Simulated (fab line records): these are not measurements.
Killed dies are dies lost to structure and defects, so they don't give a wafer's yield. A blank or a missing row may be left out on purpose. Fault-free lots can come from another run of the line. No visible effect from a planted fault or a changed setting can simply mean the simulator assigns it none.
Problem report, 8D (eight disciplines) form, completed by code :: flow n5-finfet :: the parts of the form that need people (team, actions taken, sign-off) are left out

## 1. THE ISSUE
Wafers with no fault read 14 with a standard deviation of 5.7, whereas killed_at_M4_up at N5_PASSIVATION_PROBE_49 reads a mean of 87 on 1 wafer of 1 lot. Measured from the usual mean, that is +13 standard deviations.
Earliest sighting: wafer L745.1 on prober-01 at day 14 14:16. The record holds 3 wafers of 1 lot with a number at this step. The rule behind "out" and "out of limits": a value lying over 4 standard deviations away from the usual mean. The rest of the wafers with a number are treated as sound.

## 2. WHAT IT IS, WHAT IT ISN'T
question: which readings at this step
is: killed_at_M4_up
is not: killed_at_M0_to_M3, killed-at-contacts, killed-at-front-end, killed-open, killed-short, sort_bin_6_memory, sort_bin_8_speed

question: which lots
is: L745
is not: -

question: which wafers of those lots
is: L745.1
is not: L745.3, L745.5

question: read on which tools
is: prober-01
is not: -

question: when
is: from day 14 14:16
is not: up to then (0 sound wafers); but 2 sound wafers of L745 came after

## 3. THE SUSPECTS, EACH WITH WHAT RULES IT OUT
Counting: if a tool at a process step up to the reading ran every lot that is out, it stays a suspect. Sound lots after the first of them don't rule it out here, since some wafers of a struck lot are sound.
- rie-diel-04 at N5_BEOL_M5_VIA_ETCH_34 (etches SiCOH lowk in C4F6/O2, target depth 88.3 nm, time 39.2 s): kept. It ran the lot that is out, L745 (day 10 15:06).
- pecvd-04 at N5_PASSIVATION_PECVD_00 (deposits SiO2 from SiH4/N2O, target thk 200 nm, time 11.2 s): kept. It ran the lot that is out, L745 (day 14 02:26).
- rie-diel-02 at N5_MIM_BOT_LITHO_DESCUM_10 (chemistry O2, time 7.9 s): kept. It ran the lot that is out, L745 (day 14 05:59).
- prober-01 at N5_PASSIVATION_PROBE_49: kept. It ran the lot that is out, L745 (day 14 14:16). On those wafers its own readings are out: killed_at_M4_up.
- Within rie-diel-04 at N5_BEOL_M5_VIA_ETCH_34: the wafers that are out ran in chamber 2; their sound lot-mates ran in chamber 3.
- Within pecvd-04 at N5_PASSIVATION_PECVD_00: the wafers that are out ran in chamber 0; their sound lot-mates ran in chamber 1.
- In rie-diel-02 at N5_MIM_BOT_LITHO_DESCUM_10, the wafers that are out were processed in chamber 1 and their sound lot-mates in chambers 2, 3.
Left after counting: rie-diel-04 at N5_BEOL_M5_VIA_ETCH_34, pecvd-04 at N5_PASSIVATION_PECVD_00, rie-diel-02 at N5_MIM_BOT_LITHO_DESCUM_10, prober-01 at N5_PASSIVATION_PROBE_49.

## 4. THE CAUSE (what the simulator had put in)
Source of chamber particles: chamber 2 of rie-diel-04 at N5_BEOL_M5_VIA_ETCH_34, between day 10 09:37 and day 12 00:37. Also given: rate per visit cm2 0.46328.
After counting, 4 suspects remain, this tool included.

## 5. THE CHAIN OF EFFECTS, in route order
Each row: a reading whose mean over the struck wafers that have a number lies more than 3 standard deviations from the usual. Scope: only readings with a usual standard deviation given in the record; hours: median across lots of the time from each lot's start at the first step in this table that gives one to its start at this step; sigmas: change in usual standard deviations.
hours: 0
step: N5_PASSIVATION_PROBE_49
reading: defect-limited-yield
usual: 91.2 %
on struck wafers: 85.8
change: -5.4
sigmas: -3.4

hours: 0
step: N5_PASSIVATION_PROBE_49
reading: killed_at_M4_up
usual: 14
on struck wafers: 87
change: +73
sigmas: +13

hours: 0
step: N5_PASSIVATION_PROBE_49
reading: killed-dies
usual: 104
on struck wafers: 167
change: +63
sigmas: +3.3

hours: 0
step: N5_PASSIVATION_PROBE_49
reading: killed-on-rim
usual: 14
on struck wafers: 27
change: +13
sigmas: +3.2

hours: 0
step: N5_PASSIVATION_PROBE_49
reading: sort_bin_5_function
usual: 5.1 %
on struck wafers: 8.5
change: +3.4
sigmas: +3.4

hours: 0
step: N5_PASSIVATION_PROBE_49
reading: sort-n-pass
usual: 1076
on struck wafers: 1013
change: -63
sigmas: -3.3

hours: 0
step: N5_PASSIVATION_PROBE_49
reading: sort-yield-pct
usual: 91.2 %
on struck wafers: 85.8
change: -5.4
sigmas: -3.4
It contains these process steps:
- N5_PASSIVATION_PROBE_49

## 6. HOW IT WOULD HAVE BEEN CAUGHT EARLIER
101 hours passed between the start of the fault at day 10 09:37 and the first reading out of limits in this record, taken at day 14 14:16.
Of the tool readings at N5_BEOL_M5_VIA_ETCH_34 for which the record gives a usual standard deviation, none was out on any struck wafer, so an alarm limit of 4 standard deviations on them would not have fired.
By day 14 14:16 the whole set of lots that are out, 1 in number, had already begun N5_BEOL_M5_VIA_ETCH_34 on rie-diel-04. Tool hold at that time: it would have spared none of them.
